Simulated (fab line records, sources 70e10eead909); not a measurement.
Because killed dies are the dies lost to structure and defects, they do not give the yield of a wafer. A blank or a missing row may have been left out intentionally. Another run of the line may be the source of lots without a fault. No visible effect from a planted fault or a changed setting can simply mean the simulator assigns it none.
Matching of chambers :: flow nand harc :: 4 sister chambers for NHARC_A_BLC_CMP_25 on cmp-02
The step polishes, t overpolish 30 s, target thk 150 nm. 20 wafers are shown with their chamber, then 10 later ones without.

== WAFERS, EACH WITH ITS CHAMBER ==
wafer: L079.3
chamber: 2
motor current A (A): 12.3
time to endpoint s (s): 26.7
overpolish run s (s): 30.002

wafer: L079.4
chamber: 0
motor current A (A): 12.0
time to endpoint s (s): 23.8
overpolish run s (s): 29.993

wafer: L079.5
chamber: 3
motor current A (A): 10.5
time to endpoint s (s): 28.1
overpolish run s (s): 29.994

wafer: L081.1
chamber: 2
motor current A (A): 12.5
time to endpoint s (s): 26.7
overpolish run s (s): 30.004

wafer: L081.4
chamber: 0
motor current A (A): 12.5
time to endpoint s (s): 26.5
overpolish run s (s): 29.988

wafer: L081.5
chamber: 1
motor current A (A): 12.2
time to endpoint s (s): 28.7
overpolish run s (s): 29.991

wafer: L082.1
chamber: 1
motor current A (A): 12.2
time to endpoint s (s): 27.5
overpolish run s (s): 29.999

wafer: L082.5
chamber: 3
motor current A (A): 10.9
time to endpoint s (s): 28.9
overpolish run s (s): 29.998

wafer: L082.6
chamber: 2
motor current A (A): 11.7
time to endpoint s (s): 25.9
overpolish run s (s): 29.996

wafer: L085.2
chamber: 0
motor current A (A): 12.4
time to endpoint s (s): 31.6
overpolish run s (s): 30.022

wafer: L085.4
chamber: 1
motor current A (A): 11.6
time to endpoint s (s): 30.1
overpolish run s (s): 29.994

wafer: L085.6
chamber: 1
motor current A (A): 11.8
time to endpoint s (s): 28.9
overpolish run s (s): 29.995

wafer: L084.1
chamber: 2
motor current A (A): 12.0
time to endpoint s (s): 27.0
overpolish run s (s): 29.990

wafer: L084.4
chamber: 0
motor current A (A): 13.1
time to endpoint s (s): 28.7
overpolish run s (s): 29.979

wafer: L084.5
chamber: 1
motor current A (A): 12.0
time to endpoint s (s): 27.6
overpolish run s (s): 29.999

wafer: L087.2
chamber: 3
motor current A (A): 10.4
time to endpoint s (s): 29.1
overpolish run s (s): 30.000

wafer: L087.5
chamber: 1
motor current A (A): 12.2
time to endpoint s (s): 26.1
overpolish run s (s): 30.008

wafer: L087.6
chamber: 0
motor current A (A): 13.2
time to endpoint s (s): 24.7
overpolish run s (s): 29.997

wafer: L091.3
chamber: 0
motor current A (A): 12.8
time to endpoint s (s): 26.6
overpolish run s (s): 30.003

wafer: L091.4
chamber: 1
motor current A (A): 13.0
time to endpoint s (s): 30.7
overpolish run s (s): 29.976

SIGNATURES, as means of the wafers listed above
reading: motor current A
chamber 0: 12.667
chamber 1: 12.143
chamber 2: 12.125
chamber 3: 10.600
scatter within a chamber: 0.412

reading: time to endpoint s
chamber 0: 26.983
chamber 1: 28.514
chamber 2: 26.575
chamber 3: 28.700
scatter within a chamber: 1.88

reading: overpolish run s
chamber 0: 29.99700
chamber 1: 29.99457
chamber 2: 29.99800
chamber 3: 29.99733
scatter within a chamber: 0.0106
Rule: distance of a wafer from a chamber = root of the sum over the readings of ((wafer's reading minus chamber's mean) / reading's scatter) squared. If the next closest chamber is less than 2 further off than the closest, the wafer can't be placed; otherwise it belongs to the closest. How the scatter is found: for the shown wafers, subtract from each reading the mean of its chamber, square and add these, divide the total by (wafers less chambers), then take the root.

== WAFERS WITH NO CHAMBER GIVEN ==
wafer: L091.5
motor current A (A): 13.2
time to endpoint s (s): 30.1
overpolish run s (s): 30.000

wafer: L093.3
motor current A (A): 9.9
time to endpoint s (s): 28.3
overpolish run s (s): 29.999

wafer: L093.5
motor current A (A): 13.2
time to endpoint s (s): 27.4
overpolish run s (s): 29.999

wafer: L093.6
motor current A (A): 11.8
time to endpoint s (s): 29.2
overpolish run s (s): 30.003

wafer: L095.3
motor current A (A): 12.6
time to endpoint s (s): 28.4
overpolish run s (s): 29.997

wafer: L095.4
motor current A (A): 12.3
time to endpoint s (s): 28.7
overpolish run s (s): 30.011

wafer: L095.6
motor current A (A): 10.5
time to endpoint s (s): 31.0
overpolish run s (s): 30.000

wafer: L097.3
motor current A (A): 13.1
time to endpoint s (s): 30.7
overpolish run s (s): 30.018

wafer: L097.5
motor current A (A): 12.0
time to endpoint s (s): 31.5
overpolish run s (s): 30.000

wafer: L097.6
motor current A (A): 12.6
time to endpoint s (s): 32.0
overpolish run s (s): 30.003

== WHICH CHAMBER EACH ONE RAN IN ==
wafer: L091.5
from the rows above: can't be placed: 0 or 1 or 2
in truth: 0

wafer: L093.3
from the rows above: 3
in truth: 3

wafer: L093.5
from the rows above: can't be placed: 0 or 2 or 1
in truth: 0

wafer: L093.6
from the rows above: can't be placed: 1 or 2 or 0 or 3
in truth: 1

wafer: L095.3
from the rows above: can't be placed: 0 or 1 or 2
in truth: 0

wafer: L095.4
from the rows above: can't be placed: 1 or 2 or 0
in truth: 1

wafer: L095.6
from the rows above: 3
in truth: 3

wafer: L097.3
from the rows above: can't be placed: 0 or 1 or 2
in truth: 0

wafer: L097.5
from the rows above: can't be placed: 1 or 2 or 0
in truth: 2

wafer: L097.6
from the rows above: can't be placed: 1 or 0 or 2
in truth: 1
Placed correctly: 2 of 10. From these rows, 8 cannot be placed; in 8 the true chamber is one of the candidates. Number placed wrongly: 0.
